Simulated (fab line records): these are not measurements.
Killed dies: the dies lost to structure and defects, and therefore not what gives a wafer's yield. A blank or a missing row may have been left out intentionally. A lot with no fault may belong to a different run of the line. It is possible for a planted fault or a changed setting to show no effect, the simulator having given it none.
fab line records	flow nand-harc
record: lots: 7	wafers: 21	last-day: 25
route steps=1159 shown P_CONTACT@248 P_M0@253
lots with no fault: from the same line, run without faults
start-h: start of the lot's first displayed wafer, in hours after the record's first day	wait-h: hours since the lot's step before	" the same as in the row above	L1.1+2: a single row standing in for several wafers	- no value, or no start was given	* or withheld: withheld	< > ~ a bound
route shown NAME@n: NAME is a module with steps in the file, n the number in the route of the first one	usual: mean and standard deviation over wafers with no fault	same: alike in all rows	chamber/n: place in a boat	sites: per-site readings	_std_site: standard deviation across them	_edge_site: the outer-site mean with the inner-site mean subtracted	radius-mm: how far each site lies from the wafer's centre	mask NAME#n: copy n	behind: tool/chamber where the wafer was last shaped	hold: why the lot was held/for how many hours/how that ended	device: transistor that didn't switch, given as n, p or np	end of line: the route-end tests of the same wafers	a step given without rows: its recipe and nothing more	killed: dies lost to structure and defects at the first sort, not the wafer's yield	map: per-die view of a wafer (x killed, . not killed, _ where there is no die)
set.NAME: the setting that was run; set.NAME@STEP: the one run at that earlier step	model.NAME: the simulator's own value behind a step, which no gauge read
lots seen at some steps along the route; tables by step, rows by wafer
services: a tool's chamber out of use, with start hour (start-h, from the record's first day; less than 0 if before it), hours out, and reason
== steps ==
step: NHARC_P_CONTACT_CVD_23
recipe: target-thk-a: 2000	temp-c: 300	pressure-torr: 40	wf6-flow-sccm: 40	h2-flow-sccm: 1600	ar-flow-sccm: 1560	time-s: 557	material: W
usual: heater-power-outer-w: 253/17	heater-power-w: 446/27	throttle-valve-pct: 8.0/0.36
lot.wafer	tool	chamber	start-h	wait-h	heater-power-outer-w	heater-power-w	throttle-valve-pct
L244.1	cvd-w-02	0	-	-	243	454	7.9
L244.3	"	1	"	"	227	419	7.8
L244.6	"	0	"	"	260	453	8.0
L245.2	cvd-w-02	1	-	-	227	419	7.8
L245.4	"	1	"	"	234	417	7.9
L245.5	"	1	"	"	227	416	7.8
L258.1	cvd-w-01	0	-	-	276	478	8.5
L258.3	"	1	"	"	251	435	7.9
L258.5	"	1	"	"	249	436	7.9
L260.2	cvd-w-02	1	-	-	224	396	7.3
L260.4	"	0	"	"	251	482	7.9
L260.6	"	0	"	"	257	478	7.9
L261.1	cvd-w-02	0	-	-	258	473	8.0
L261.3	"	1	"	"	219	393	7.2
L261.6	"	0	"	"	249	470	8.0
L262.1	cvd-w-01	0	-	-	268	474	8.3
L262.4	"	1	"	"	249	430	7.9
L262.6	"	0	"	"	277	466	8.4
L266.1	cvd-w-01	1	-	-	253	446	7.7
L266.3	"	1	"	"	252	429	8.0
L266.6	"	1	"	"	249	436	8.0
step: NHARC_P_CONTACT_CMP_24
recipe: t-overpolish-s: 30	target-thk-nm: 200
usual: motor-current-A: 11.7/0.8	overpolish-run-s: 30.000/0.0093	time-to-endpoint-s: 38.5/2.9
lot.wafer	tool	chamber	start-h	wait-h	motor-current-A	overpolish-run-s	time-to-endpoint-s
L244.1	cmp-01	2	119.72	0.5	11.7	30.010	37.4
L244.3	"	1	"	"	12.6	29.996	42.6
L244.6	"	2	"	"	12.1	29.995	37.7
L245.2	cmp-01	2	135.44	0.6	11.9	30.001	37.0
L245.4	"	3	"	"	10.9	29.999	42.6
L245.5	"	0	"	"	12.1	30.005	39.0
L258.1	cmp-03	1	205.94	0.5	11.3	29.994	33.3
L258.3	"	3	"	"	12.3	30.020	34.2
L258.5	"	0	"	"	10.8	29.990	38.3
L260.4	cmp-01	2	216.63	0.3	12.4	29.997	35.1
L260.2	"	0	"	"	11.7	29.989	37.0
L260.6	"	2	"	"	11.8	30.002	35.7
L261.1	cmp-03	2	217.18	0.6	12.0	29.995	40.5
L261.3	"	0	"	"	10.7	29.990	41.0
L261.6	"	3	"	"	12.7	29.985	35.0
L262.1	cmp-02	3	237.66	0.6	13.0	29.986	36.7
L262.4	"	2	"	"	11.6	30.007	39.0
L262.6	"	3	"	"	12.5	29.996	36.2
L266.3	cmp-01	0	256.36	0.3	11.4	30.007	39.1
L266.1	"	3	"	"	11.1	29.995	42.6
L266.6	"	0	"	"	11.2	29.990	39.2
step: NHARC_P_CONTACT_SRD_26
step: NHARC_P_CONTACT_INSPECT_27
usual: raw-defect-count: 301/120
lot.wafer	tool	chamber	start-h	wait-h	raw-defect-count
L244.1	defect-inspect-02	-	120.12	0.1	138
L244.3	"	-	"	"	160
L244.6	"	-	"	"	257
L245.2	defect-inspect-01	-	135.80	0.1	287
L245.4	"	-	"	"	212
L245.5	"	-	"	"	166
L258.1	defect-inspect-01	-	206.32	0.1	178
L258.3	"	-	"	"	282
L258.5	"	-	"	"	322
L260.2	defect-inspect-01	-	217.07	0.1	332
L260.4	"	-	"	"	158
L260.6	"	-	"	"	351
L261.1	defect-inspect-02	-	217.59	0.1	665
L261.3	"	-	"	"	323
L261.6	"	-	"	"	385
L262.1	defect-inspect-02	-	239.00	0.1	221
L262.4	"	-	"	"	418
L262.6	"	-	"	"	344
L266.1	defect-inspect-02	-	256.78	0.1	309
L266.3	"	-	"	"	345
L266.6	"	-	"	"	351
step: NHARC_P_M0_DEP_00
recipe: target-thk-a: 1500	target-thk-nm: 150	temp-c: withheld	pressure-torr: 5	flow-sccm: 200	rf-w: 600	material: SiOC
step: NHARC_P_M0_DEHYDRATE_01
recipe: temp-c: 150	time-s: 120
step: NHARC_P_M0_HMDS_02
recipe: time-s: 30
step: NHARC_P_M0_COAT_33
recipe: temp-c: 200	time-s: 65
step: NHARC_P_M0_COAT_03
recipe: spin-rpm: 1500	resist-thk-nm: 90
step: NHARC_P_M0_SOFTBAKE_04
recipe: temp-c: 105	time-s: 55
step: NHARC_P_M0_EBR_05
step: NHARC_P_M0_EXPOSE_06
recipe: na: 1.35	target-cd-nm: 90	dose-mj: 81.28	mask-id: P_M0
usual: exposure-dose-mJ-cm2: 81.23/0.08
lot.wafer	tool	chamber	start-h	wait-h	mask	exposure-dose-mJ-cm2
L244.1	arfi-scanner-02	0	120.76	-	P_M0#0	81.29
L244.3	"	0	"	"	P_M0#0	81.24
L244.6	"	0	"	"	P_M0#0	81.25
L245.2	arfi-scanner-03	0	136.45	-	P_M0#0	81.13
L245.4	"	0	"	"	P_M0#0	81.26
L245.5	"	0	"	"	P_M0#0	81.16
L258.1	arfi-scanner-02	0	207.08	-	P_M0#0	42.69
L258.3	"	0	"	"	P_M0#0	42.68
L258.5	"	0	"	"	P_M0#0	42.61
L260.2	arfi-scanner-03	0	217.71	-	P_M0#0	81.51
L260.4	"	0	"	"	P_M0#0	81.45
L260.6	"	0	"	"	P_M0#0	81.41
L261.1	arfi-scanner-02	0	218.35	-	P_M0#0	50.28
L261.3	"	0	"	"	P_M0#0	50.37
L261.6	"	0	"	"	P_M0#0	50.31
L262.1	arfi-scanner-02	0	240.12	-	P_M0#0	50.71
L262.4	"	0	"	"	P_M0#0	50.94
L262.6	"	0	"	"	P_M0#0	50.89
L266.1	arfi-scanner-01	0	257.42	-	P_M0#0	81.19
L266.3	"	0	"	"	P_M0#0	81.28
L266.6	"	0	"	"	P_M0#0	81.24
step: NHARC_P_M0_PEB_07
recipe: peb-temp-c: 100	peb-time-s: 65
step: NHARC_P_M0_DEVELOP_08
recipe: develop-time-s: 35	dev-temp-c: 23
step: NHARC_P_M0_CD_MEAS_09
recipe: target-cd-nm: 90	landing-energy-ev: 500
usual: cd-nm: 90.1/0.55
same: landing-energy-ev: 500
lot.wafer	tool	chamber	start-h	wait-h	cd-nm
L244.1	cd-sem-01	0	120.90	-	90.0
L244.3	"	0	"	"	89.1
L244.6	"	0	"	"	89.7
L245.2	cd-sem-01	0	136.58	-	91.0
L245.4	"	0	"	"	90.6
L245.5	"	0	"	"	89.5
L258.1	cd-sem-03	0	207.22	-	50.8
L258.3	"	0	"	"	50.7
L258.5	"	0	"	"	50.9
L260.2	cd-sem-03	0	217.85	-	89.4
L260.4	"	0	"	"	89.5
L260.6	"	0	"	"	89.9
L261.1	cd-sem-02	0	218.49	-	60.9
L261.3	"	0	"	"	60.2
L261.6	"	0	"	"	60.5
L262.1	cd-sem-02	0	240.26	-	61.8
L262.4	"	0	"	"	60.3
L262.6	"	0	"	"	61.1
L266.1	cd-sem-01	0	257.55	-	89.7
L266.3	"	0	"	"	90.4
L266.6	"	0	"	"	89.8
step: NHARC_P_M0_OVL_MEAS_10
recipe: pitch-nm: 180
usual: overlay-x-nm: 0.2/0.78	overlay-y-nm: -0.1/1
lot.wafer	tool	chamber	start-h	wait-h	overlay-x-nm	overlay-y-nm
L244.1	overlay-01	-	121.00	-	-1.7	-1.9
L244.3	"	-	"	"	-1.6	-2.1
L244.6	"	-	"	"	-2.0	-1.7
L245.2	overlay-01	-	136.67	-	1.0	-1.0
L245.4	"	-	"	"	0.8	-0.8
L245.5	"	-	"	"	0.2	-1.4
L258.1	overlay-01	-	207.31	-	0.2	1.0
L258.3	"	-	"	"	-0.8	1.7
L258.5	"	-	"	"	-0.7	1.3
L260.2	overlay-01	-	217.94	-	-0.4	1.6
L260.4	"	-	"	"	-0.2	0.7
L260.6	"	-	"	"	0.0	1.0
L261.1	overlay-02	-	218.57	-	0.8	-1.9
L261.3	"	-	"	"	1.1	-1.5
L261.6	"	-	"	"	0.4	-1.8
L262.1	overlay-01	-	240.37	-	0.8	-0.5
L262.4	"	-	"	"	1.0	-0.1
L262.6	"	-	"	"	0.9	0.2
L266.1	overlay-02	-	257.64	-	-0.5	-0.3
L266.3	"	-	"	"	0.7	0.0
L266.6	"	-	"	"	-0.3	0.3
step: NHARC_P_M0_INSPECT_11
usual: raw-defect-count: 3.8/2.2
lot.wafer	tool	chamber	start-h	wait-h	raw-defect-count
L244.1	defect-inspect-02	-	121.03	0.0	2
L244.3	"	-	"	"	1
L244.6	"	-	"	"	0
L245.2	defect-inspect-02	-	136.71	0.0	3
L245.4	"	-	"	"	5
L245.5	"	-	"	"	2
L258.1	defect-inspect-01	-	207.34	0.0	3
L258.3	"	-	"	"	3
L258.5	"	-	"	"	3
L260.2	defect-inspect-02	-	217.98	0.0	5
L260.4	"	-	"	"	5
L260.6	"	-	"	"	2
L261.1	defect-inspect-02	-	218.61	0.0	2
L261.3	"	-	"	"	7
L261.6	"	-	"	"	5
L262.1	defect-inspect-02	-	240.40	0.0	4
L262.4	"	-	"	"	5
L262.6	"	-	"	"	3
L266.1	defect-inspect-01	-	257.68	0.0	5
L266.3	"	-	"	"	9
L266.6	"	-	"	"	8
step: NHARC_P_M0_DESCUM_14
recipe: time-s: 3	o2-flow-sccm: 200	ar-flow-sccm: 0	bias-power-w: 0	chemistry: O2
usual: drypump-motor-current-A: 5.62/0.28	oes-product-au: 0.996/0.017	rf-vpp-V: 57.9/0.92	showerhead-plenum-p-Torr: 1.93/0.094	throttle-valve-pct: 11.311/0.0092
lot.wafer	tool	chamber	start-h	wait-h	drypump-motor-current-A	oes-product-au	rf-hours-counter-h	rf-vpp-V	showerhead-plenum-p-Torr	throttle-valve-pct	model.P_M0.cd-nm
L244.1	rie-diel-12	1	121.10	0.1	5.64	0.987	6	58.6	1.92	11.310	90.33
L244.3	"	2	"	"	5.54	0.976	6	58.3	1.86	11.312	89.22
L244.6	"	2	"	"	5.53	0.977	-	55.9	1.86	11.311	90.41
L245.4	rie-diel-01	3	136.78	0.1	5.80	0.992	12	58.4	1.91	11.311	90.99
L245.2	"	1	"	"	5.40	0.993	9	57.5	1.96	11.311	91.36
L245.5	"	2	"	"	6.02	0.972	-	59.6	2.03	11.326	89.59
L258.1	rie-diel-09	2	207.41	0.1	5.71	0.981	9	57.2	1.86	11.312	50.56
L258.3	"	0	"	"	5.78	1.030	9	58.4	2.06	11.320	51.04
L258.5	"	3	"	"	5.31	0.993	-	57.9	2.06	11.315	50.38
L260.4	rie-diel-12	3	218.04	0.1	5.12	1.005	0	57.9	1.78	11.318	89.32
L260.2	"	0	"	"	5.92	1.022	0	57.7	1.93	11.317	89.22
L260.6	"	3	"	"	5.13	0.999	-	56.3	1.78	11.316	90.25
L261.1	rie-diel-12	3	218.67	0.1	5.12	1.002	0	57.6	1.78	11.327	60.84
L261.3	"	2	"	"	5.52	0.981	0	57.2	1.86	11.315	60.02
L261.6	"	3	"	"	5.12	1.002	-	56.7	1.78	11.306	60.82
L262.1	rie-diel-12	3	240.47	0.1	5.12	0.992	2	56.6	1.78	11.281	62.17
L262.4	"	1	"	"	5.67	1.006	2	56.6	1.92	11.319	60.92
L262.6	"	3	"	"	5.12	0.988	-	57.7	1.78	11.313	61.48
L266.1	rie-diel-01	1	257.74	0.1	5.38	0.988	8	58.0	1.96	11.313	89.93
L266.3	"	2	"	"	6.04	0.979	7	57.1	2.03	11.304	89.49
L266.6	"	2	"	"	6.03	0.982	-	57.5	2.03	11.310	88.46
step: NHARC_P_M0_ETCH_34
recipe: target-depth-a: 400	overetch-a: 120	time-s: 43.94	ion-energy-ev: 200	n2-flow-sccm: 150	h2-flow-sccm: 150	ar-flow-sccm: 0	rf-w: 400	bias-w: 150	chemistry: N2/H2
usual: drypump-motor-current-A: 5.64/0.28	oes-product-au: 1.000/0.016	rf-vpp-V: 430.9/3	showerhead-plenum-p-Torr: 2.06/0.1	throttle-valve-pct: 14.170/0.0086
lot.wafer	tool	chamber	start-h	wait-h	drypump-motor-current-A	oes-product-au	rf-hours-counter-h	rf-vpp-V	showerhead-plenum-p-Torr	throttle-valve-pct
L244.1	rie-diel-12	2	121.19	0.1	5.54	0.998	6	429.9	1.99	14.181
L244.3	"	0	"	"	5.93	1.013	6	429.3	2.06	14.162
L244.6	"	2	"	"	5.53	0.995	-	428.8	1.99	14.168
L245.2	rie-diel-01	3	136.86	0.1	5.86	1.005	12	431.0	2.04	14.174
L245.4	"	1	"	"	5.42	0.991	9	431.7	2.09	14.164
L245.5	"	2	"	"	6.05	0.969	-	433.2	2.17	14.171
L258.3	rie-diel-09	1	207.49	0.1	5.63	0.996	10	428.9	1.95	14.158
L258.1	"	3	"	"	5.32	0.980	8	435.6	2.20	14.166
L258.5	"	2	"	"	5.74	0.983	-	429.6	1.98	14.191
L260.4	rie-diel-12	3	218.12	0.1	5.12	1.004	0	426.5	1.89	14.165
L260.2	"	0	"	"	5.90	1.019	0	431.7	2.06	14.171
L260.6	"	3	"	"	5.13	0.998	-	426.8	1.89	14.176
L261.1	rie-diel-12	3	218.76	0.1	5.14	0.997	0	425.9	1.89	14.168
L261.3	"	1	"	"	5.63	1.002	0	430.4	2.05	14.179
L261.6	"	3	"	"	5.14	0.997	-	426.3	1.89	14.189
L262.1	rie-diel-12	1	240.78	0.3	5.62	1.011	2	430.6	2.05	14.178
L262.4	"	2	"	"	5.52	0.985	2	427.3	1.98	14.163
L262.6	"	0	"	"	5.96	1.010	-	430.5	2.06	14.173
L266.1	rie-diel-01	2	257.84	0.1	6.05	0.977	7	433.9	2.17	14.182
L266.3	"	3	"	"	5.86	0.990	9	431.6	2.03	14.180
L266.6	"	1	"	"	5.41	1.008	-	433.0	2.09	14.161
step: NHARC_P_M0_ETCH_15
recipe: target-depth-a: 1500	overetch-a: 150	time-s: 82.5	c4f8-flow-sccm: withheld	ar-flow-sccm: 400	rf-w: 600	bias-w: 300	chemistry: C4F8/Ar
usual: oes-product-au: 0.957/0.022	rf-vpp-V: 441.1/2.9
lot.wafer	tool	chamber	start-h	wait-h	oes-product-au	rf-hours-counter-h	rf-vpp-V	model.P_M0.cd-nm
L244.3	rie-diel-12	3	-	-	0.958	6	436.8	88.79
L244.1	"	0	"	"	0.980	6	441.0	90.18
L244.6	"	0	"	"	0.988	-	441.7	90.53
L245.2	rie-diel-01	1	-	-	0.967	9	442.7	91.24
L245.4	"	2	"	"	0.931	10	446.3	90.97
L245.5	"	1	"	"	0.958	-	440.7	89.85
L258.1	rie-diel-09	3	-	-	0.921	8	445.9	50.57
L258.3	"	0	"	"	0.949	9	444.3	50.12
L258.5	"	3	"	"	0.918	-	444.0	50.34
L260.4	rie-diel-12	2	-	-	0.963	0	439.1	89.41
L260.2	"	1	"	"	0.972	0	440.9	89.11
L260.6	"	3	"	"	0.964	-	435.6	90.31
L261.3	rie-diel-12	2	-	-	0.976	0	438.7	60.46
L261.1	"	3	"	"	0.970	0	436.4	61.08
L261.6	"	3	"	"	0.952	-	436.8	60.86
L262.1	rie-diel-12	3	-	-	0.924	2	437.7	61.96
L262.4	"	1	"	"	0.951	2	440.2	61.15
L262.6	"	2	"	"	0.928	-	439.0	61.27
L266.3	rie-diel-01	0	-	-	0.924	9	444.8	89.63
L266.1	"	1	"	"	0.903	9	440.8	89.92
L266.6	"	1	"	"	0.924	-	443.5	88.18
step: NHARC_P_M0_CD_MEAS_16
usual: cd-nm: 90.1/0.79
lot.wafer	tool	chamber	start-h	wait-h	cd-nm
L244.1	cd-sem-01	-	121.39	-	90.3
L244.3	"	-	"	"	88.8
L244.6	"	-	"	"	90.6
L245.2	cd-sem-02	-	137.07	-	90.9
L245.4	"	-	"	"	90.8
L245.5	"	-	"	"	90.0
L258.1	cd-sem-03	-	207.70	-	50.8
L258.3	"	-	"	"	50.3
L258.5	"	-	"	"	50.3
L260.2	cd-sem-01	-	218.34	-	89.3
L260.4	"	-	"	"	89.2
L260.6	"	-	"	"	90.3
L261.1	cd-sem-03	-	218.97	-	61.2
L261.3	"	-	"	"	60.3
L261.6	"	-	"	"	60.8
L262.1	cd-sem-01	-	241.00	-	62.2
L262.4	"	-	"	"	61.4
L262.6	"	-	"	"	61.2
L266.1	cd-sem-01	-	258.04	-	90.1
L266.3	"	-	"	"	89.6
L266.6	"	-	"	"	88.4
step: NHARC_P_M0_STRIP_18
recipe: power-w: 1000	n2-flow-sccm: 150	h2-flow-sccm: 150	ar-flow-sccm: 0	bias-w: 0	chemistry: N2/H2
usual: drypump-motor-current-A: 5.70/0.27	oes-product-au: 0.996/0.017	power-w: 1000/3	rf-vpp-V: 90.8/0.92	showerhead-plenum-p-Torr: 2.07/0.093	throttle-valve-pct: 14.172/0.0085
lot.wafer	tool	chamber	start-h	wait-h	drypump-motor-current-A	oes-product-au	power-w	rf-hours-counter-h	rf-vpp-V	showerhead-plenum-p-Torr	throttle-valve-pct
L244.1	rie-diel-01	3	121.50	0.1	5.82	1.002	1003	11	92.2	2.04	14.178
L244.3	"	0	"	"	6.11	1.003	995	10	91.7	2.14	14.198
L244.6	"	3	"	"	5.81	0.995	1005	-	89.9	2.04	14.162
L245.4	rie-diel-12	2	137.17	0.1	5.54	0.975	999	7	90.7	1.99	14.171
L245.2	"	0	"	"	5.94	1.000	1002	7	90.6	2.06	14.162
L245.5	"	1	"	"	5.63	0.976	1004	-	90.1	2.05	14.174
L258.3	rie-diel-09	2	207.78	0.1	5.70	0.982	1003	9	90.4	1.98	14.157
L258.1	"	1	"	"	5.63	1.004	1002	10	90.7	1.96	14.180
L258.5	"	3	"	"	5.30	0.990	1004	-	89.5	2.20	14.180
L260.2	rie-diel-09	2	218.43	0.1	5.75	0.982	1005	9	88.9	1.98	14.170
L260.4	"	0	"	"	5.84	1.026	995	10	91.0	2.20	14.164
L260.6	"	1	"	"	5.62	1.009	1002	-	90.6	1.96	14.176
L261.3	rie-diel-09	1	219.04	0.1	5.66	1.001	998	10	92.2	1.96	14.166
L261.1	"	2	"	"	5.72	0.971	992	9	89.6	1.98	14.166
L261.6	"	2	"	"	5.71	0.976	996	-	90.5	1.98	14.171
L262.4	rie-diel-01	2	241.08	0.1	6.06	0.973	998	5	90.4	2.17	14.176
L262.1	"	3	"	"	5.84	0.975	995	7	91.2	2.03	14.160
L262.6	"	2	"	"	6.08	0.985	995	-	91.8	2.17	14.170
L266.1	rie-diel-12	1	258.12	0.1	5.64	1.008	1003	4	90.3	2.05	14.171
L266.3	"	2	"	"	5.54	0.999	1000	4	89.6	1.98	14.171
L266.6	"	2	"	"	5.54	0.994	1001	-	89.5	1.98	14.168
== services ==
tool	chamber	start-h	hours	kind
rie-diel-01	2	95.14	6.2	repair
arfi-scanner-03	-	108.94	4.0	pm
cvd-w-01	-	111.78	13.0	pm
cmp-03	-	113.98	2.4	repair
arfi-scanner-02	-	126.15	2.9	repair
arfi-scanner-03	-	126.56	0.9	repair
rie-diel-01	-	137.82	9.0	pm
rie-diel-12	-	144.09	0.6	repair
rie-diel-01	2	148.38	8.2	repair
arfi-scanner-03	-	148.95	1.6	repair
cvd-w-02	0	155.18	17.6	repair
cmp-03	-	156.00	4.0	pm
rie-diel-09	2	164.67	4.8	repair
rie-diel-01	-	184.53	0.7	repair
cmp-03	-	185.58	1.0	repair
rie-diel-09	-	186.22	0.4	repair
cmp-01	-	186.28	4.0	pm
cmp-01	-	192.63	0.6	repair
cvd-w-02	-	196.66	13.0	pm
rie-diel-12	-	202.41	9.0	pm
cmp-01	-	224.70	2.0	repair
cmp-01	-	233.93	1.0	repair
rie-diel-09	-	254.10	9.0	pm
arfi-scanner-02	-	256.00	4.0	pm
== key ==
first-sign: step: NHARC_P_M0_EXPOSE_06	reading: exposure-dose-mJ-cm2	direction: down	sigmas: 99+	usual: 81.23	struck: 47.94
effect: step: NHARC_P_M0_CD_MEAS_09	reading: cd-nm	direction: down	sigmas: 59	usual: 90.1	struck: 57.5	through: control-loop
effect: step: NHARC_P_M0_CD_MEAS_16	reading: cd-nm	direction: down	sigmas: 41	usual: 90.1	struck: 57.6	through: control-loop
model-effect: step: NHARC_P_M0_DESCUM_14	value: P_M0.cd-nm	without: 90.35	struck: 57.58
model-effect: step: NHARC_P_M0_ETCH_15	value: P_M0.cd-nm	without: 90.3	struck: 57.53
met-at NHARC_P_M0_EXPOSE_06
struck-wafers L258.1,L258.3,L258.5,L261.1,L261.3,L261.6,L262.1,L262.4,L262.6
later-rows-left-out L258.1,L258.3,L258.5,L261.1,L261.3,L261.6,L262.1,L262.4,L262.6
sort-left-out L258.1,L258.3,L258.5,L261.1,L261.3,L261.6,L262.1,L262.4,L262.6
loop-trim: step: NHARC_P_M0_EXPOSE_06	setting: dose	lots: L261,L262
onset-between 120.76 207.08
fault: kind: process-parameter-drift	tool: arfi-scanner-02	chamber: -	onset-h: 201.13	steps: NHARC_P_M0_EXPOSE_06	channel: dose-mj	offset: -38.59	shape: step	acts-in: these-recipes-only	stated: 81.28
sort-left-out: the simulated sort isn't trusted on such a fault, so these wafers' sort isn't shown, and their yield isn't known
later-rows-left-out: the simulator's readings of these wafers behind a module that went badly wrong aren't trusted and aren't shown, but for the sort
loop-trim: a control loop set the setting to another value than it would have without faults
